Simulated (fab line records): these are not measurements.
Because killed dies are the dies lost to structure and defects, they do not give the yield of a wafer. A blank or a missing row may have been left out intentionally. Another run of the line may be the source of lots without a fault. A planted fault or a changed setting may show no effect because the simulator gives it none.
Problem report in the 8D (eight disciplines) form, filled by code || flow n5Finfet || the parts of the form that need people (team, actions taken, sign-off) are left out

## 1. WHAT WENT WRONG
N5_BEOL_M0_SAQP_ETCH_102, oesProductAu: mean 0.787 a.u. over 1 wafer from 1 lot; wafers with no fault: 1.002 a.u., standard deviation 0.013. Relative to the usual mean, that is a shift of -17 standard deviations.
The step: etches SiO2 in CF4, target depth 4 nm, time 4.4 s.
Earliest sighting: wafer L218.6 on rieSi-01 at day 7 12:43. The record has a number at this step for 24 wafers belonging to 8 lots. Rule for "out", or "out of limits": more than 4 standard deviations from the usual mean. The other wafers with a number count as sound.

## 2. WHAT IT IS, AND WHAT IT ISN'T
{"question": "which readings at this step", "is": "oesProductAu", "is not": "drypumpMotorCurrentA, heBacksideLeakSccm, throttleValvePct"}
{"question": "which lots", "is": "L218", "is not": "L211, L213, L214, L225, L230, L233, L234"}
{"question": "which wafers of those lots", "is": "L218.6", "is not": "L218.1, L218.3"}
{"question": "read on which tools", "is": "rieSi-01", "is not": "rieSi-02, rieSi-03"}
{"question": "when", "is": "from day 7 12:43", "is not": "up to then (11 sound wafers); but 12 sound wafers of L225, L230, L233, L234 came after"}

## 3. THE SUSPECTS, EACH WITH WHAT RULES IT OUT
Counting: any tool at a process step up to the reading remains a suspect provided it ran every lot that is out. Sound lots after the first of them don't rule it out here, since some wafers of a struck lot are sound.
- rieDiel-05 at N5_BEOL_M0_SAQP_ETCH_101 (etches SiNx in CH3F/O2, target depth 29.9 nm, time 42.7 s): kept. It processed L218, the lot that is out, at day 7 12:36, and its most recent sound lot before then was L214 at day 6 08:59.
- rieSi-01 at N5_BEOL_M0_SAQP_ETCH_102 (etches SiO2 in CF4, target depth 4 nm, time 4.4 s): kept. It ran the lot that is out, L218 (day 7 12:43). Its own oesProductAu readings are out on those wafers.
- In rieSi-01 at N5_BEOL_M0_SAQP_ETCH_102, the wafers that are out were processed in chamber 0 and their sound lot-mates in chambers 2, 3.
Left after counting: rieDiel-05 at N5_BEOL_M0_SAQP_ETCH_101, rieSi-01 at N5_BEOL_M0_SAQP_ETCH_102.

## 4. THE CAUSE (what the simulator had put in)
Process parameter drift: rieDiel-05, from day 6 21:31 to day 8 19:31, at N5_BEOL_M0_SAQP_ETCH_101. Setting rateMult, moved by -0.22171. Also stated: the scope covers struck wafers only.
After counting, 2 suspects remain, this tool included.

## 5. SEQUENCE OF EFFECTS, ordered by route
Each row: a reading where the mean over the struck wafers with a number is more than 3 standard deviations away from the usual. Only readings whose record carries a usual standard deviation are examined. hours: median over the lots of the time between each lot's start at the first step of this table that gives one and its start at this step. sigmas: the change, counted in usual standard deviations.
{"hours": 0, "step": "N5_BEOL_M0_SAQP_ETCH_102", "reading": "oesProductAu", "usual": "1.002 a.u.", "on struck wafers": 0.787, "change": -0.215, "sigmas": -17}
Process steps it contains:
- N5_BEOL_M0_SAQP_ETCH_102: etches SiO2 in CF4, target depth 4 nm, time 4.4 s.
At these later measuring or inspecting steps, every struck wafer for which the step has a row has a number for every such reading, and none has moved that far: N5_BEOL_M4_RC_MEAS_101.

## 6. HOW IT WOULD HAVE BEEN CAUGHT EARLIER
In this record no reading fell out of limits until day 7 12:43, 15 hours after the fault had begun at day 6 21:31.
An alarm limit of 4 standard deviations would not have fired on the tool readings at N5_BEOL_M0_SAQP_ETCH_101 for which the record gives a usual standard deviation, since none of them was out on any struck wafer.
Each of the lots that are out, 1 in all, had begun N5_BEOL_M0_SAQP_ETCH_101 on rieDiel-05 no later than day 7 12:43. Had the tool been put on hold then, not one of them would have been saved.
